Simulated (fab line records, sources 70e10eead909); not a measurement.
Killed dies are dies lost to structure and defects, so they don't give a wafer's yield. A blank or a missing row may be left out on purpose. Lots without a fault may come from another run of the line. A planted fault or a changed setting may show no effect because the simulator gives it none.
A struck lot beside a sound one | flow nand_harc | 14 steps out of a route of 1159
Sound: wafers L690.4, L690.5, L690.6. Struck: wafers L693.1, L693.3, L693.5. The cause comes at the end.
At each step with rows: each side's tool, then ch and its chambers, then its first start. Under that, the readings that differ: sound wafers | struck wafers | difference of the means | sigmas: that difference in standard deviations of wafers without a fault.
alike: readings whose means differ by less than 2 such deviations, and words and numbers that are the same on both sides. not compared: withheld readings, readings that some wafer has no value for, bounds like >300 that may hide the same value, and numbers for which the record gives no deviation and whose values overlap.
The two part at a step that has a row with sigmas, a row that says differs or no value, or rows on one side only. Numbers that don't overlap but have no deviation are shown without sigmas and don't part them. A reading that every wafer of one side lacks parts them only if that side has two wafers or more.

NHARC_A_CONTACT_DESCUM_13: chemistry O2, time 3 s.
  sound on rie_diel-03 ch 0,1,3, day 20 08:08; struck on rie_diel-03 ch 0,2, day 21 12:22
  alike: drypump_motor_current_A, oes_product_au, rf_vpp_V, showerhead_plenum_p_Torr, throttle_valve_pct
  not compared: rf_hours_counter_h
NHARC_A_CONTACT_ETCH_88: etches the open film in CF4, target depth 39 nm, time 65 s.
  sound on rie_diel-03 ch 0,1, day 20 08:11; struck on rie_diel-03 ch 0,3, day 21 12:28
  alike: bias_w, cf4_flow_sccm, drypump_motor_current_A, oes_product_au, rf_vpp_V, showerhead_plenum_p_Torr, throttle_valve_pct
  not compared: rf_hours_counter_h
then, 1 step without rows for these wafers: NHARC_A_CONTACT_ETCH_89 (etches the open film in N2/H2, target depth 260 nm, time 475.3 s).
NHARC_A_CONTACT_ETCH_30: etches the open film in CF4/CHF3, target depth 60.5 nm, time 30.2 s.
  sound on rie_diel-03 ch 1,2,3; struck on rie_diel-03 ch 1,3
  reading               | sound             | struck            | difference | sigmas
  oes_product_au (a.u.) | 0.952 0.967 0.981 | 0.927 0.939 0.928 | -0.035     | -2
  alike: bias_w, cf4_flow_sccm, drypump_motor_current_A, rf_vpp_V, showerhead_plenum_p_Torr, throttle_valve_pct
  not compared: rf_hours_counter_h
then, 1 step without rows for these wafers: NHARC_A_CONTACT_ETCH_31 (etches the open film in O2/COS, target depth 2000 nm, time 520 s).
NHARC_A_CONTACT_ETCH_134: etches the open film in C4F8/O2/Ar, time 140 s, target depth 700 nm.
  sound on har_cap_etch-02 ch 0,1, day 20 09:11; struck on har_cap_etch-01 ch 0,1, day 21 13:24
  alike: chamber_pressure_mTorr, oes_air_line_au
  not compared: rf_hours_counter_h
then, 3 steps without rows for these wafers: NHARC_A_CONTACT_ETCH_135 (etches the open film in C4F8/O2/Ar, time 132 s, target depth 1287 nm); NHARC_A_CONTACT_ETCH_136 (etches the open film in C4F8/O2/Ar, time 132 s, target depth 1287 nm); NHARC_A_CONTACT_ETCH_137 (etches the open film in C4F8/O2/Ar, time 132 s, target depth 1287 nm).
NHARC_A_CONTACT_ETCH_138: etches the open film in C4F8/O2/Ar, time 132 s, target depth 1289 nm.
  sound on har_cap_etch-02 ch 0,1, day 20 09:43; struck on har_cap_etch-01 ch 0,1, day 21 13:58
  alike: chamber_pressure_mTorr, oes_air_line_au
  not compared: rf_hours_counter_h
then, 2 steps without rows for these wafers: NHARC_A_CONTACT_ETCH_139 (etches the open film in C4F8/O2/Ar, time 137 s, target depth 590 nm); NHARC_A_CONTACT_ETCH_92 (etches the open film in CH3F/O2, target depth 40 nm, time 85.7 s).
NHARC_A_CONTACT_ETCH_98: etches the open film in C4F6/O2, target depth 20 nm, time 10 s.
  sound on rie_diel-09 ch 1,2,3, day 20 10:56; struck on rie_diel-03 ch 1,3, day 21 14:40
  no value came back on the struck wafers for any of 7 readings (bias_w (W), c4f6_flow_sccm (sccm) and others); on the sound wafers bias_w (W) reads 501.6 501.8 498.4
  not compared: rf_hours_counter_h
NHARC_A_CONTACT_CD_MEAS_15:
  sound on cd_sem-03, day 20 11:02; struck on cd_sem-02, day 21 14:45
  alike: cd_nm

WHERE THEY PART
First at NHARC_A_CONTACT_ETCH_30; last, within this record, at NHARC_A_CONTACT_ETCH_98. Later steps at which nothing parts them and some readings are alike: NHARC_A_CONTACT_CD_MEAS_15.

WHY: what the simulator had put in
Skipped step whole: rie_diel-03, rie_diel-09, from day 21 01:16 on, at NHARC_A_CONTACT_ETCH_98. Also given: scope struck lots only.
